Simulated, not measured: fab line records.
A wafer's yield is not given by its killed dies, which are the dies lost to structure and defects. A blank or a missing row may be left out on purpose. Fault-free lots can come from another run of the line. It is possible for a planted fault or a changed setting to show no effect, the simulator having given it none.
A lot that was struck, set against a sound lot :: flow nand-harc :: 24 steps out of a route of 1159
Sound: the wafers L694.2, L694.3, L694.4. Struck: wafers L708.2, L708.4, L708.6. The cause comes at the end.
Order at every step that has rows: each side's tool, ch and its chambers, its first start. Under that, the readings that differ: sound wafers :: struck wafers :: difference of the means :: sigmas: that difference in standard deviations of wafers without a fault.
alike: readings whose means differ by less than 2 such deviations, and words and numbers that are the same on both sides. not compared: withheld readings, readings that some wafer has no value for, bounds like >300 that may hide the same value, and numbers for which the record gives no deviation and whose values overlap.
Wherever a step has rows on one side only, a row that says differs or no value, or a row with sigmas, the two part there. Numbers that don't overlap but have no deviation are shown without sigmas and don't part them. A reading that every wafer of one side lacks parts them only if that side has two wafers or more.

NHARC_P_M1_INSPECT_27:
  struck on defect-inspect-02, day 11 01:54; sound on defect-inspect-01, day 7 08:13
  alike: raw-defect-count
NHARC_P_M1_PRE_CLEAN_32: time 12 s.
  sound on pecvd-03 ch 0,2, day 7 08:17; struck on pecvd-04 ch 1,2, day 11 01:58
  alike: heater-power-w
NHARC_P_M1_DEP_33: deposits SiCN, target thk 30 nm.
  sound on pecvd-03 ch 0,2, day 7 08:22; struck on pecvd-04 ch 1,2, day 11 02:03
  alike: heater-power-w
then, 8 steps without rows for these wafers: NHARC_P_M2_DEP_00 (deposits SiOC, target thk 182.5 nm); NHARC_P_M2_DEHYDRATE_01 (time 120 s); NHARC_P_M2_HMDS_02 (time 30 s); NHARC_P_M2_COAT_34 (time 65 s); NHARC_P_M2_COAT_03 (resist thk 90 nm); NHARC_P_M2_SOFTBAKE_04 (time 55 s); NHARC_P_M2_EBR_05; NHARC_P_M2_EXPOSE_06 (exposes mask P M2, target cd 170 nm).
NHARC_P_M2_PEB_07: peb time 65 s.
  sound on litho-track-01 ch 0, day 7 09:26; struck on litho-track-04 ch 0, day 11 03:07
reading: heater-power-total-W (W)
sound: 156.2 156.5 156.6
struck: 180.7 180.9 180.3
difference: +24.2
sigmas: +59
then, 1 step without rows for these wafers: NHARC_P_M2_DEVELOP_08 (develop time 35 s).
NHARC_P_M2_CD_MEAS_09 targets a cd of 170 nm.
  sound on cd-sem-01 ch 0, day 7 09:31; struck on cd-sem-03 ch 0, day 11 03:12
reading: cd-nm (nm)
sound: 169.5 170.2 170.7
struck: 163.1 163.3 162.9
difference: -7.0
sigmas: -14
NHARC_P_M2_OVL_MEAS_10: pitch 340 nm.
  struck on overlay-02, day 11 03:17; sound on overlay-02, day 7 09:36
  alike: overlay-x-nm, overlay-y-nm
NHARC_P_M2_INSPECT_11:
  struck on defect-inspect-02, day 11 03:19; sound on defect-inspect-01, day 7 09:38
  alike: raw-defect-count
NHARC_P_M2_DESCUM_14: chemistry O2, time 3 s.
  sound on rie-diel-07 ch 1,2,3, day 7 09:43; struck on rie-diel-11 ch 0,3, day 11 03:35
reading: model.P_M2.cd-nm (nm)
sound: 169.8 170.7 170.4
struck: 163 163.3 162.6
difference: -7
sigmas: 
  alike: drypump-motor-current-A, oes-product-au, rf-vpp-V, showerhead-plenum-p-Torr, throttle-valve-pct
  not compared: rf-hours-counter-h
NHARC_P_M2_ETCH_35: etches the open film in N2/H2, target depth 40 nm, overetch 12 nm, time 43.94 s.
  sound on rie-diel-07 ch 1,2,3, day 7 09:49; struck on rie-diel-11 ch 0,1,3, day 11 03:45
  alike: drypump-motor-current-A, oes-product-au, rf-vpp-V, showerhead-plenum-p-Torr, throttle-valve-pct
  not compared: rf-hours-counter-h
NHARC_P_M2_ETCH_15: etches the open film in C4F8/Ar, target depth 182.5 nm, time 91.2 s.
  sound: rie-diel-07 ch 0,1,3; struck: rie-diel-11 ch 0,1,3
  alike: oes-product-au, rf-vpp-V
  not compared: rf-hours-counter-h
NHARC_P_M2_CD_MEAS_16:
  struck on cd-sem-01, day 11 04:11; sound on cd-sem-03, day 7 10:01
reading: cd-nm (nm)
sound: 170.1 170.3 170.7
struck: 162.8 163.1 162.0
difference: -7.7
sigmas: -13
NHARC_P_M2_STRIP_18: strips in N2/H2.
  sound on rie-diel-11 ch 1,3, day 7 10:05; struck on rie-diel-11 ch 0,1,3, day 11 04:16
  alike: drypump-motor-current-A, oes-product-au, rf-vpp-V, showerhead-plenum-p-Torr, throttle-valve-pct
  not compared: rf-hours-counter-h
NHARC_P_M2_ETCH_28: etches the open film in CF4/N2, target depth 30 nm, time 72.99 s.
  sound: rie-diel-11 ch 0,1; struck: rie-diel-11 ch 0,1,3
reading: model.P_M2.cd-nm (nm)
sound: 169.4 170.7 171
struck: 162.9 163.2 162.7
difference: -7.4
sigmas: 
  alike: cf4-flow-sccm, drypump-motor-current-A, oes-product-au, rf-vpp-V, showerhead-plenum-p-Torr, throttle-valve-pct
  not compared: rf-hours-counter-h
then, 2 steps without rows for these wafers: NHARC_P_M2_STRIP_19 (strips in post etch residue remover, time 600 s); NHARC_END_SORT_01.

== WHERE THEY PART ==
Last at NHARC_P_M2_CD_MEAS_16 as far as this record goes, first at NHARC_P_M2_PEB_07. Later steps at which nothing parts them and some readings are alike: NHARC_P_M2_STRIP_18, NHARC_P_M2_ETCH_28.

WHY: whatever the simulator had introduced
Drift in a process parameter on litho-track-04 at NHARC_P_M2_PEB_07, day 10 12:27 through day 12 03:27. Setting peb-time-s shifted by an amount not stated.
